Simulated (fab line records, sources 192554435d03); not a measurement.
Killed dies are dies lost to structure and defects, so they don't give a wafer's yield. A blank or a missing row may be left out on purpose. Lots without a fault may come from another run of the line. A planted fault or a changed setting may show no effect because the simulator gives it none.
fab line records | flow n5_finfet
record lots=7 wafers=39
route steps=1938 shown WELL_APT@32 FIN_SAQP@94 DUMMY_GATE@228 SD_EPI_N@293
start_h: hours from the record's first day to the start of the lot's first wafer shown | wait_h: hours since the lot's step before | " the same as in the row above | L1.1+2: a row that stands for several wafers | - no value, or no start given | * or withheld: withheld | < > ~ a bound
route shown NAME@n: a module of which the file shows steps, and the number in the route of the first | usual: mean/standard deviation of fault-free wafers | same: alike in all rows | chamber/n: place in a boat | sites: the reading at each site | _std_site: their standard deviation | _edge_site: outer sites' mean less inner sites' | radius_mm: how far each site lies from the wafer's centre | mask NAME#n: copy n | behind: the tool/chamber that last shaped the wafer | hold: why the lot was held/for how many hours/how that ended | device: the transistor (n, p or np) that didn't switch | end of line: the same wafers' tests at the end of the route | a step without rows: its recipe alone | killed: dies lost to structure and defects at the first sort, not the wafer's yield | map: a wafer's dies, x killed, . not, _ none there
set.NAME: the setting as run; set.NAME@STEP: as run at that earlier step | model.NAME: the simulator's own value behind a step, which no gauge read
lots whose settings were changed on purpose; a table a step, a row a wafer
## steps
# step N5_WELL_APT_IMPLANT_14
# recipe species=P energy_kev=160 dose_cm2=1.5e+13 tilt_deg=0 rotation_deg=0
# columns lot.wafer tool chamber start_h wait_h set.energy_kev model.implant.rp_nm model.implant.drp_nm
L074.1+5+6 implanter-02 0 14.07 0.1 154.5 190.8 64.21
L074.2+3+4 " 0 " " 160 197.9 65.9
L078.1+2+4 implanter-02 0 37.77 0.1 160 198.1 65.9
L078.3+5+6 " 0 " " 175.4 217.8 70.53
L081.1+2+6 implanter-01 0 55.90 0.1 154.8 193.3 64.31
L081.3+4+5 " 0 " " 160 200 65.9
L086.2+5+6 implanter-01 0 87.28 0.1 160 198.7 65.9
L088.1+2+3+4+5+6 implanter-02 0 97.87 0.1 160 201.9 65.9
L095.1+5+6 implanter-01 0 140.49 0.1 154.5 190.6 64.21
L095.2+3+4 " 0 " " 160 197.6 65.9
L096.1+2+5 implanter-01 0 146.22 0.1 150 194.2 62.8
L096.3+4+6 " 0 " " 160 207.6 65.9
# step N5_FIN_SAQP_ALD_61
# recipe material=SiO2 target_thk_a=40 temp_c=300 ald_precursor_family=BDEAS ald_co_reactant=O2-plasma pulse_time_s=1 purge_time_s=2 co_reactant_purge_time_s=2 ald_cycles=43 pressure_torr=2
# columns lot.wafer tool chamber start_h wait_h set.temp_c model.SiO2_of_FIN_SAQP_ALD_61.thk_nm
L074.1 ald_sin-04 2 20.34 0.0 300 3.979
L074.2 " 0 " " 300 3.986
L074.3 " 1 " " 311.8 3.929
L074.4 " 3 " " 311.8 3.906
L074.5 " 3 " " 300 4.004
L074.6 " 0 " " 311.8 3.914
L078.1 ald_sin-04 0 44.27 0.2 289.2 4.164
L078.2 " 1 " " 300 4.027
L078.3 " 2 " " 289.2 4.153
L078.4 " 3 " " 300 3.994
L078.5 " 0 " " 300 4.003
L078.6 " 3 " " 289.2 4.156
L081.1 ald_sin-02 3 62.19 0.0 292.6 4.127
L081.2 " 0 " " 292.6 4.1
L081.3 " 2 " " 300 3.995
L081.4 " 2 " " 292.6 4.086
L081.5 " 3 " " 300 4.013
L081.6 " 0 " " 300 3.989
L086.2 ald_sin-04 1 94.76 0.2 300 4.013
L086.5 " 2 " " 300 4.003
L086.6 " 1 " " 300 3.988
L088.1 ald_sin-04 3 104.88 1.1 300 4.01
L088.2 " 2 " " 300 3.976
L088.3 " 1 " " 300 4.02
L088.4 " 0 " " 300 4.017
L088.5 " 2 " " 300 4.006
L088.6 " 1 " " 300 4.009
L095.1 ald_sin-03 0 148.02 0.0 300 3.975
L095.2 " 3 " " 304.9 3.944
L095.3 " 2 " " 300 3.977
L095.4 " 1 " " 304.9 3.966
L095.5 " 1 " " 304.9 3.938
L095.6 " 0 " " 300 3.973
L096.1 ald_sin-04 0 153.38 0.4 300 4.002
L096.2 " 3 " " 300 4.001
L096.3 " 2 " " 300 3.996
L096.4 " 1 " " 300 4.016
L096.5 " 1 " " 300 4.021
L096.6 " 2 " " 300 4.023
# step N5_FIN_SAQP_SPACER1_ALD_24
# recipe material=SiO2 target_thk_a=203 temp_c=300 ald_precursor_family=BDEAS ald_co_reactant=O2-plasma pulse_time_s=1 purge_time_s=2 co_reactant_purge_time_s=2 ald_cycles=218 pressure_torr=2
# columns lot.wafer tool chamber start_h wait_h set.temp_c model.SiO2_of_FIN_SAQP_SPACER1_ALD_24.thk_nm
L074.1+2+6 ald_sin-04 0,1,2 23.96 0.5 289.9 21
L074.3 " 3 " " 300 20.4
L074.4+5 " 2,1 " " 300 20.2
L078.1+3+4 ald_sin-03 2,3,1 46.89 0.5 300 20.2
L078.2+5+6 " 0,2,1 " " 286.2 21.2
L081.1+2 ald_sin-02 2,3 64.58 0.3 300 20.6
L081.3 " 0 " " 300 20.4
L081.4+6 " 1 " " 290.9 21.2
L081.5 " 2 " " 290.9 21
L086.2+5 ald_sin-04 0 97.50 0.3 300 20.4
L086.6 " 1 " " 300 20.2
L088.1+4+6 ald_sin-02 3,1,3 109.27 2.1 289.9 21.2
L088.2+3+5 " 0,2,2 " " 300 20.4
L095.1+3+5 ald_sin-04 0,1,1 150.59 0.3 307.8 20
L095.2+4+6 " 2,3,0 " " 300 20.2
L096.1+2+6 ald_sin-02 3,0,0 156.45 0.5 312.2 20
L096.3+4+5 " 2,1,3 " " 300 20.4
# step N5_FIN_SAQP_SPACER1_ETCHBACK_25
# recipe chemistry=CHF3/O2 mode=anisotropic_etchback target=SiO2 target_depth_a=244 time_s=12.2 pressure_mtorr=30 source_w=650 bias_w=170 Ar_flow_sccm=200 CHF3_flow_sccm=50 O2_flow_sccm=5 ion_energy_ev=200
# step N5_FIN_SAQP_MANDREL1_REMOVE_56
# recipe chemistry=HBr/Cl2/O2 bt_time_s=10 target=a-Si stop_on=SiNx endpoint=OES-SiCl over_etch_frac=1 icp_w=600 bias_w=22 HBr_flow_sccm=150 Cl2_flow_sccm=80 O2_flow_sccm=5 pressure_mtorr=10
# columns lot.wafer tool chamber start_h wait_h set.temp_c@FIN_SAQP_SPACER1_ALD_24 model.FIN_SAQP.cd_nm
L074.1+6 rie_si-06 2 24.79 0.1 289.9 21.2
L074.2 " 1 " " 289.9 21
L074.3+5 " 3,1 " " 300 20.2
L074.4 " 0 " " 300 20.4
L078.1 rie_si-04 2 47.70 0.1 300 20.4
L078.2 " 1 " " 286.2 21.2
L078.3+4 " 0,3 " " 300 20.2
L078.5+6 " 0,1 " " 286.2 21.4
L081.1+2 rie_si-04 2,0 65.38 0.1 300 20.6
L081.3 " 3 " " 300 20.4
L081.4+6 " 1,3 " " 290.9 21.2
L081.5 " 0 " " 290.9 21
L086.2+5 rie_si-06 3 98.31 0.1 300 20.4
L086.6 " 2 " " 300 20.2
L088.1+4 rie_si-03 0,1 110.11 0.1 289.9 21.2
L088.2+5 " 3,0 " " 300 20.4
L088.3 " 2 " " 300 20.6
L088.6 " 3 " " 289.9 21.4
L095.1+3 rie_si-03 0,1 151.40 0.1 307.8 20
L095.2 " 2 " " 300 20.4
L095.4+6 " 3,2 " " 300 20.2
L095.5 " 3 " " 307.8 20.2
L096.1+2+6 rie_si-06 1,0,0 157.25 0.1 312.2 20
L096.3+4+5 " 3,2,1 " " 300 20.4
# step N5_DUMMY_GATE_EXPOSE_12
# recipe mask_id=GATE na=0.33 source_shape=annular sigma_inner=0.2 sigma_outer=0.6 polarization=unpolarized target_cd_nm=25 dose_mj=34
# columns lot.wafer tool chamber start_h wait_h mask set.dose_mj
L074.1+2+4 euv_scanner-02 0 46.90 - GATE#0 34.99
L074.3+5+6 " 0 " " GATE#0 34
L078.1+2+3 euv_scanner-02 0 70.84 - GATE#0 34
L078.4+5+6 " 0 " " GATE#0 31.49
L081.1+2+5 euv_scanner-02 0 86.55 - GATE#0 32.82
L081.3+4+6 " 0 " " GATE#0 34
L086.2+5+6 euv_scanner-02 0 122.99 - GATE#0 34
L088.1+2+3+4+5+6 euv_scanner-02 0 134.50 - GATE#0 34
L095.1+4+5 euv_scanner-02 0 173.27 - GATE#0 32.22
L095.2+3+6 " 0 " " GATE#0 34
L096.1+2+3+4+5+6 euv_scanner-02 0 178.92 - GATE#0 34
# step N5_DUMMY_GATE_PEB_13
# recipe peb_temp_c=100 peb_time_s=60 resist=CAR-EUV
# step N5_DUMMY_GATE_DEVELOP_14
# recipe develop_time_s=30 developer=TMAH resist=CAR-EUV rinse_liquid=surfactant_rinse dry=air_spin dev_temp_c=23
# step N5_DUMMY_GATE_CD_MEAS_15
# recipe target_cd_nm=25.8 landing_energy_ev=500 detector=se_inlens
# usual cd_nm=25.01/0.23
# columns lot.wafer tool chamber start_h wait_h set.dose_mj@DUMMY_GATE_EXPOSE_12 cd_nm
L074.1 cd_sem-02 0 47.03 - 34.99 24.14
L074.2 " 0 " " 34.99 24.04
L074.3 " 0 " " 34 24.86
L074.4 " 0 " " 34.99 24.74
L074.5 " 0 " " 34 24.82
L074.6 " 0 " " 34 24.82
L078.1 cd_sem-01 0 70.97 - 34 24.73
L078.2 " 0 " " 34 25.08
L078.3 " 0 " " 34 24.67
L078.4 " 0 " " 31.49 26.82
L078.5 " 0 " " 31.49 26.07
L078.6 " 0 " " 31.49 26.20
L081.1 cd_sem-03 0 86.68 - 32.82 25.96
L081.2 " 0 " " 32.82 26.11
L081.3 " 0 " " 34 25.18
L081.4 " 0 " " 34 24.97
L081.5 " 0 " " 32.82 25.87
L081.6 " 0 " " 34 24.98
L086.2 cd_sem-02 0 123.12 - 34 25.49
L086.5 " 0 " " 34 25.32
L086.6 " 0 " " 34 25.36
L088.1 cd_sem-01 0 134.63 - 34 24.86
L088.2 " 0 " " 34 24.75
L088.3 " 0 " " 34 24.78
L088.4 " 0 " " 34 24.81
L088.5 " 0 " " 34 25.06
L088.6 " 0 " " 34 24.53
L095.1 cd_sem-01 0 173.39 - 32.22 25.83
L095.2 " 0 " " 34 25.04
L095.3 " 0 " " 34 25.10
L095.4 " 0 " " 32.22 25.98
L095.5 " 0 " " 32.22 25.79
L095.6 " 0 " " 34 24.86
L096.1 cd_sem-02 0 179.05 - 34 24.79
L096.2 " 0 " " 34 24.90
L096.3 " 0 " " 34 24.94
L096.4 " 0 " " 34 24.81
L096.5 " 0 " " 34 24.95
L096.6 " 0 " " 34 25.06
# step N5_DUMMY_GATE_STRIP_38
# recipe chemistry=N2/H2 temp_c=40 n2_flow_sccm=200 h2_flow_sccm=200 rf_frequency_hz=6e+07
# step N5_DUMMY_GATE_STRIP_39
# recipe chemistry=N2/H2 temp_c=40 n2_flow_sccm=200 h2_flow_sccm=200 rf_frequency_hz=6e+07
# step N5_DUMMY_GATE_TRIM_49
# recipe chemistry=O2 resist=SOC time_s=29 target_cd_nm=14 source_power_w=300 bias_power_w=0 O2_flow_sccm=100 temp_c=20
# columns lot.wafer tool chamber start_h wait_h set.dose_mj@DUMMY_GATE_EXPOSE_12 model.DUMMY_GATE.cd_nm
L074.1+2+4 rie_si-01 2,0,1 47.39 0.0 34.99 13.4
L074.3+5 " 3,2 " " 34 13.8
L074.6 " 3 " " 34 14
L078.1+3 rie_si-01 1,3 71.49 0.0 34 14.2
L078.2 " 0 " " 34 14
L078.4+5 " 2 " " 31.49 15.6
L078.6 " 1 " " 31.49 15.8
L081.1 rie_si-02 1 87.03 0.0 32.82 14.8
L081.2 " 3 " " 32.82 14.6
L081.3+6 " 0,1 " " 34 14.2
L081.4 " 2 " " 34 13.6
L081.5 " 2 " " 32.82 14.4
L086.2 rie_si-01 0 123.47 0.0 34 14
L086.5+6 " 3,0 " " 34 13.8
L088.1+5 rie_si-02 2 135.07 0.0 34 13.4
L088.2+3+6 " 1,3,1 " " 34 13.6
L088.4 " 0 " " 34 13.8
L095.1 rie_si-01 2 173.75 0.0 32.22 15
L095.2 " 0 " " 34 13.6
L095.3 " 3 " " 34 14
L095.4 " 1 " " 32.22 15.2
L095.5 " 0 " " 32.22 14.8
L095.6 " 1 " " 34 14.2
L096.1+2+4 rie_si-01 0,1,2 179.58 0.0 34 14
L096.3+5 " 3 " " 34 13.8
L096.6 " 2 " " 34 14.2
# step N5_DUMMY_GATE_STRIP_40
# recipe chemistry=CF4 resist=SiARC power_w=300 bias_power_w=75 pressure_mtorr=50 cf4_flow_sccm=150 rf_frequency_hz=6e+07
# step N5_DUMMY_GATE_CD_MEAS_50
# recipe target_cd_nm=14
# usual cd_nm=13.9/0.3
# columns lot.wafer tool chamber start_h wait_h set.dose_mj@DUMMY_GATE_EXPOSE_12 cd_nm
L074.1 cd_sem-01 - 47.54 0.0 34.99 13.6
L074.2 " - " " 34.99 13.3
L074.3 " - " " 34 13.6
L074.4 " - " " 34.99 13.5
L074.5 " - " " 34 13.7
L074.6 " - " " 34 14.2
L078.1 cd_sem-01 - 71.63 0.0 34 14.3
L078.2 " - " " 34 14.1
L078.3 " - " " 34 14.1
L078.4 " - " " 31.49 15.8
L078.5 " - " " 31.49 15.5
L078.6 " - " " 31.49 15.8
L081.1 cd_sem-02 - 87.18 0.0 32.82 15.1
L081.2 " - " " 32.82 14.7
L081.3 " - " " 34 14.3
L081.4 " - " " 34 13.5
L081.5 " - " " 32.82 14.6
L081.6 " - " " 34 14.2
L086.2 cd_sem-02 - 123.62 0.0 34 14.0
L086.5 " - " " 34 13.7
L086.6 " - " " 34 14.0
L088.1 cd_sem-01 - 135.22 0.0 34 13.1
L088.2 " - " " 34 13.7
L088.3 " - " " 34 13.7
L088.4 " - " " 34 13.7
L088.5 " - " " 34 13.4
L088.6 " - " " 34 13.6
L095.1 cd_sem-03 - 173.90 0.0 32.22 15.0
L095.2 " - " " 34 13.6
L095.3 " - " " 34 13.6
L095.4 " - " " 32.22 15.4
L095.5 " - " " 32.22 14.9
L095.6 " - " " 34 14.2
L096.1 cd_sem-02 - 179.79 0.0 34 14.3
L096.2 " - " " 34 14.1
L096.3 " - " " 34 13.6
L096.4 " - " " 34 14.3
L096.5 " - " " 34 13.7
L096.6 " - " " 34 14.4
# step N5_DUMMY_GATE_ETCH_31
# recipe chemistry=C4F6/O2 target=SiO2 mask_material=SOC target_depth_a=825 time_s=27.5 ion_energy_ev=250 pressure_mtorr=30 source_w=345 bias_w=185 Ar_flow_sccm=300 C4F6_flow_sccm=10 O2_flow_sccm=10
# columns lot.wafer tool chamber start_h wait_h set.target_depth_a model.etch.depth_nm model.SOC_of_DUMMY_GATE_COAT_34.thk_nm
L074.1 rie_diel-03 0 47.58 0.0 825 82.78 51.8
L074.2 " 1 " " 825 81.74 51.8
L074.3 " 3 " " 825 84.49 51.6
L074.4 " 2 " " 825 82.9 51.8
L074.5 " 0 " " 825 83.7 51.8
L074.6 " 1 " " 825 82.44 52
L078.1 rie_diel-02 1 71.68 0.0 825 84.66 51
L078.2 " 2 " " 735.4 72.91 52.4
L078.3 " 0 " " 735.4 71.82 52.4
L078.4 " 3 " " 825 83.65 51.6
L078.5 " 3 " " 825 84.01 51.4
L078.6 " 2 " " 735.4 72.19 52.6
L081.1 rie_diel-01 2 87.23 0.0 825 80.7 51.8
L081.2 " 3 " " 772.3 76.96 52.2
L081.3 " 0 " " 825 81.96 51.6
L081.4 " 1 " " 825 83.61 51.8
L081.5 " 0 " " 772.3 77.33 52.2
L081.6 " 1 " " 772.3 78.36 52
L086.2 rie_diel-03 2 123.67 0.0 825 82.29 51.8
L086.5 " 2 " " 825 81.11 52
L086.6 " 3 " " 825 83.23 51.8
L088.1 rie_diel-02 3 135.28 0.1 825 84.14 51.6
L088.2 " 2 " " 825 83.09 51.8
L088.3 " 1 " " 825 85.4 51.2
L088.4 " 0 " " 825 81.58 51.6
L088.5 " 1 " " 825 84.47 51.2
L088.6 " 2 " " 825 82.4 51.8
L095.1 rie_diel-02 2 173.96 0.1 825 81.59 51.8
L095.2 " 1 " " 825 83.99 51.6
L095.3 " 0 " " 825 81.47 52
L095.4 " 3 " " 825 84.08 51.6
L095.5 " 2 " " 825 81.11 51.8
L095.6 " 3 " " 825 83.85 51.8
L096.1 rie_diel-01 3 179.84 0.0 920.2 91.37 50.8
L096.2 " 0 " " 825 80.92 51.8
L096.3 " 1 " " 920.2 92.96 50.4
L096.4 " 3 " " 920.2 90.68 50.8
L096.5 " 0 " " 825 80.6 51.8
L096.6 " 1 " " 825 82.93 51.4
# step N5_DUMMY_GATE_ETCH_32
# recipe chemistry=CF4 target=SiO2 target_depth_a=35 time_s=3.9 ion_energy_ev=350 pressure_mtorr=10 icp_w=800 bias_w=400 cf4_flow_sccm=80
# columns lot.wafer tool chamber start_h wait_h set.time_s model.etch.depth_nm
L074.1 rie_si-05 2 47.83 0.1 3.518 3.162
L074.2 " 3 " " 3.9 3.516
L074.3 " 1 " " 3.518 3.207
L074.4 " 0 " " 3.9 3.504
L074.5 " 2 " " 3.9 3.522
L074.6 " 3 " " 3.518 3.156
L078.1 rie_si-05 1 71.93 0.1 3.9 3.554
L078.2 " 3 " " 3.9 3.513
L078.3 " 2 " " 3.9 3.485
L078.4 " 0 " " 3.9 3.457
L078.5 " 1 " " 3.9 3.546
L078.6 " 0 " " 3.9 3.503
L081.1 rie_si-05 2 87.48 0.1 3.9 3.488
L081.2 " 3 " " 3.357 2.975
L081.3 " 0 " " 3.9 3.46
L081.4 " 2 " " 3.357 3.01
L081.5 " 3 " " 3.9 3.484
L081.6 " 0 " " 3.357 2.998
L086.2 rie_si-02 1 123.92 0.1 3.9 3.478
L086.5+6 " 0,1 " " 3.9 3.486
L088.1 rie_si-01 0 135.52 0.1 3.9 3.633
L088.2 " 2 " " 3.9 3.519
L088.3 " 3 " " 3.9 3.566
L088.4 " 1 " " 3.9 3.499
L088.5 " 3 " " 3.9 3.58
L088.6 " 0 " " 3.9 3.628
L095.1 rie_si-05 2 174.20 0.1 3.9 3.488
L095.2 " 3 " " 3.021 2.674
L095.3 " 1 " " 3.021 2.774
L095.4 " 0 " " 3.9 3.475
L095.5 " 2 " " 3.021 2.721
L095.6 " 3 " " 3.9 3.453
L096.1 rie_si-05 1 180.09 0.1 3.9 3.546
L096.2 " 2 " " 3.598 3.246
L096.3 " 0 " " 3.598 3.193
L096.4 " 3 " " 3.9 3.477
L096.5 " 0 " " 3.598 3.218
L096.6 " 3 " " 3.9 3.473
# step N5_DUMMY_GATE_ETCH_23
# recipe chemistry=HBr/Cl2/O2 HBr_flow_sccm=150 Cl2_flow_sccm=80 O2_flow_sccm=12 bias_w=102 target_depth_a=410 time_s=22.3 target=poly-Si mask_material=SiO2 pressure_mtorr=10 icp_w=800
# step N5_DUMMY_GATE_ETCH_44
# recipe chemistry=HBr/O2 over_etch_frac=0.7 target_depth_a=1275 stop_on=SiO2 ion_energy_ev=60 bias_w=20 target=poly-Si mask_material=SiO2 pressure_mtorr=20 icp_w=400 HBr_flow_sccm=120 O2_flow_sccm=10
# columns lot.wafer tool chamber start_h wait_h set.dose_mj@DUMMY_GATE_EXPOSE_12 model.DUMMY_GATE.cd_nm
L074.1 rie_si-05 2 47.92 0.0 34.99 14.2
L074.2 " 3 " " 34.99 14.4
L074.3+5 " 1,2 " " 34 14.6
L074.4 " 0 " " 34.99 14.6
L074.6 " 3 " " 34 15.2
L078.1+2 rie_si-05 1,3 72.02 0.0 34 15
L078.3 " 2 " " 34 15.2
L078.4+5+6 " 0,1,0 " " 31.49 16.6
L081.1+2+5 rie_si-05 2,3,3 87.57 0.0 32.82 15.6
L081.3 " 0 " " 34 15.4
L081.4 " 2 " " 34 14.6
L081.6 " 0 " " 34 15.2
L086.2 rie_si-02 1 124.01 0.0 34 15
L086.5+6 " 0,1 " " 34 14.8
L088.1+5 rie_si-01 0,3 135.61 0.0 34 14.4
L088.2+3+6 " 2,3,0 " " 34 14.6
L088.4 " 1 " " 34 15
L095.1+4 rie_si-05 2,0 174.29 0.0 32.22 16
L095.2+3 " 3,1 " " 34 14.8
L095.5 " 2 " " 32.22 15.8
L095.6 " 3 " " 34 15.2
L096.1 rie_si-05 1 180.18 0.0 34 14.8
L096.2 " 2 " " 34 15.2
L096.3+4+5 " 0,3,0 " " 34 15
L096.6 " 3 " " 34 15.6
# step N5_SD_EPI_N_LINER_46
# recipe material=SiNx target_thk_a=30 temp_c=400 ald_precursor_family=SiH2I2 ald_co_reactant=N2/H2-plasma pressure_torr=2
# columns lot.wafer tool chamber start_h wait_h set.target_thk_a model.SiNx_of_SD_EPI_N_LINER_46.thk_nm
L074.1+5+6 ald_sin-03 2,2,1 53.12 0.2 30 3
L074.2+3+4 " 0,3,1 " " 26.57 2.6
L078.1+2+4 ald_sin-03 2,1,0 79.82 0.5 31.85 3.2
L078.3+5+6 " 3,2,1 " " 30 3
L081.1+2+3+4+5+6 ald_sin-04 2,1,3,0,2,1 94.54 0.2 30 3
L086.2+5+6 ald_sin-03 1,2,1 130.15 0.1 30 3
L088.1+2+6 ald_sin-02 3,2,0 141.23 0.2 30 3
L088.3+4+5 " 1,0,3 " " 31.73 3.2
L095.1+5+6 ald_sin-02 3,2,1 179.84 0.2 30 3
L095.2+3+4 " 2,1,3 " " 27.68 2.8
L096.1+2+3 ald_sin-03 3,0,1 186.48 0.5 26.45 2.6
L096.4+5+6 " 2,3,2 " " 30 3
## key
split step=N5_WELL_APT_IMPLANT_14 setting=energy_kev stated=160 by=wafer
response step=N5_WELL_APT_IMPLANT_14 reading=model.implant.rp_nm change=+2.07 per=1% r=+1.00
response step=N5_WELL_APT_IMPLANT_14 reading=model.implant.drp_nm change=+0.487 per=1% r=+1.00
split step=N5_FIN_SAQP_ALD_61 setting=temp_c stated=300 by=wafer
response step=N5_FIN_SAQP_ALD_61 reading=model.SiO2_of_FIN_SAQP_ALD_61.thk_nm change=-0.0304 per=1% r=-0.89
split step=N5_FIN_SAQP_SPACER1_ALD_24 setting=temp_c stated=300 by=wafer
response step=N5_FIN_SAQP_SPACER1_ALD_24 reading=model.SiO2_of_FIN_SAQP_SPACER1_ALD_24.thk_nm change=-0.18 per=1% r=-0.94
response step=N5_FIN_SAQP_MANDREL1_REMOVE_56 reading=model.FIN_SAQP.cd_nm change=-0.19 per=1% r=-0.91
split step=N5_DUMMY_GATE_EXPOSE_12 setting=dose_mj stated=34 by=wafer
response step=N5_DUMMY_GATE_CD_MEAS_15 reading=cd_nm change=-0.201 per=1% r=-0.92
response step=N5_DUMMY_GATE_TRIM_49 reading=model.DUMMY_GATE.cd_nm change=-0.199 per=1% r=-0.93
response step=N5_DUMMY_GATE_CD_MEAS_50 reading=cd_nm change=-0.215 per=1% r=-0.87
response step=N5_DUMMY_GATE_ETCH_44 reading=model.DUMMY_GATE.cd_nm change=-0.191 per=1% r=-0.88
split step=N5_DUMMY_GATE_ETCH_31 setting=target_depth_a stated=825 by=wafer
response step=N5_DUMMY_GATE_ETCH_31 reading=model.etch.depth_nm change=+0.941 per=1% r=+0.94
response step=N5_DUMMY_GATE_ETCH_31 reading=model.SOC_of_DUMMY_GATE_COAT_34.thk_nm change=-0.0904 per=1% r=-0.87
split step=N5_DUMMY_GATE_ETCH_32 setting=time_s stated=3.9 by=wafer
response step=N5_DUMMY_GATE_ETCH_32 reading=model.etch.depth_nm change=+0.0339 per=1% r=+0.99
split step=N5_SD_EPI_N_LINER_46 setting=target_thk_a stated=30 by=wafer
response step=N5_SD_EPI_N_LINER_46 reading=model.SiNx_of_SD_EPI_N_LINER_46.thk_nm change=+0.0329 per=1% r=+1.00
